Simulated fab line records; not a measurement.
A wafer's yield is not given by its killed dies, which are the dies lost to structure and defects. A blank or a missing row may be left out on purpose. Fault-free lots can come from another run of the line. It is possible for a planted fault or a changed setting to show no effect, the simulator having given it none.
Comparing a struck lot with a sound one	flow n5_finfet	15 out of 1938 route steps
Sound: the wafers L836.2, L836.3, L836.6. The struck wafers were L846.3, L846.5, L846.6. The cause is named last.
Each step with rows lists, per side, the tool, then ch with its chambers, then its first start. Under that, the readings that differ: sound wafers	struck wafers	difference of the means	sigmas: that difference in standard deviations of wafers without a fault.
alike: readings whose means differ by less than 2 such deviations, and words and numbers that are the same on both sides. not compared: withheld readings, readings that some wafer has no value for, bounds like >300 that may hide the same value, and numbers for which the record gives no deviation and whose values overlap.
The two part at a step that has a row with sigmas, a row that says differs or no value, or rows on one side only. Numbers that don't overlap but have no deviation are shown without sigmas and don't part them. Lack of a reading on every wafer of one side parts them only where that side has two or more wafers.

first, 8 steps without rows for these wafers: N5_WELL_APT_HMDS_01 (time 60 s); N5_WELL_APT_COAT_02 (resist thk 950 nm); N5_WELL_APT_EBR_04; N5_WELL_APT_SOFTBAKE_03 (time 60 s); N5_WELL_APT_EXPOSE_05 (exposes mask NWELL, defocus 0 nm, target cd 200 nm); N5_WELL_APT_PEB_06 (peb time 90 s); N5_WELL_APT_DEVELOP_07 (develop time 45 s); N5_WELL_APT_HARDBAKE_12 (time 120 s).
N5_WELL_APT_CD_MEAS_08: the cd target is 200 nm.
  sound on cd_sem-03 ch 0, day 2 07:43; struck on cd_sem-01 ch 0, day 4 19:50
  alike: cd_nm
N5_WELL_APT_OVL_MEAS_09:
  sound on overlay-02 ch 0, day 2 07:44; struck on overlay-02 ch 0, day 4 19:52
  alike: NWELL_OVL
N5_WELL_APT_INSPECT_10: inspects for defects (macro).
  sound on defect_inspect-01, day 2 07:46; struck on defect_inspect-01, day 4 19:54
  alike: raw_defect_count
N5_WELL_APT_DESCUM_13: chemistry O2, time 7.9 s.
  sound on rie_diel-01 ch 0,2,3, day 2 07:47; struck on rie_diel-04 ch 0,1,3, day 4 19:56
  alike: drypump_motor_current_A, oes_product_au, rf_vpp_V, showerhead_plenum_p_Torr, throttle_valve_pct
  not compared: rf_hours_counter_h
N5_WELL_APT_IMPLANT_14:
  sound on implanter-02 ch 0, day 2 07:55; struck on implanter-02 ch 0, day 4 20:05
reading	sound	struck	difference	sigmas
dose_ions_cm2	1.5018e+13 1.5001e+13 1.5046e+13	1.4131e+13 1.4133e+13 1.4101e+13	-9.0000e+11	-50
faraday_current_uA	190 195 190	177 181 180	-12	-3
  alike: end_station_pressure_torr, rotation_deg
after that, 1 step had no rows for these wafers: N5_WELL_APT_IMPLANT_15.
-- a jump in the record: the struck wafers' starts before and after are 13 days apart (it breaks off in module WELL_APT and resumes in module PASSIVATION, where the first step shown is number 1936 of the route) --
N5_PASSIVATION_PROBE_49:
  sound on prober-01, day 15 01:15; struck on prober-01, day 17 17:18
  alike: killed_at_M0_to_M3, killed_at_M4_up, killed_at_contacts, killed_at_front_end, killed_at_other, killed_dies, killed_open, killed_short

## WHERE THEY PART
Only at N5_WELL_APT_IMPLANT_14, within this record. Later steps at which nothing parts them and some readings are alike: N5_PASSIVATION_PROBE_49.

WHY: whatever the simulator had introduced
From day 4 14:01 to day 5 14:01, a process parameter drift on implanter-02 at N5_WELL_APT_IMPLANT_14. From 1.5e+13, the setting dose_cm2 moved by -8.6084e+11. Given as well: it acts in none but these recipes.
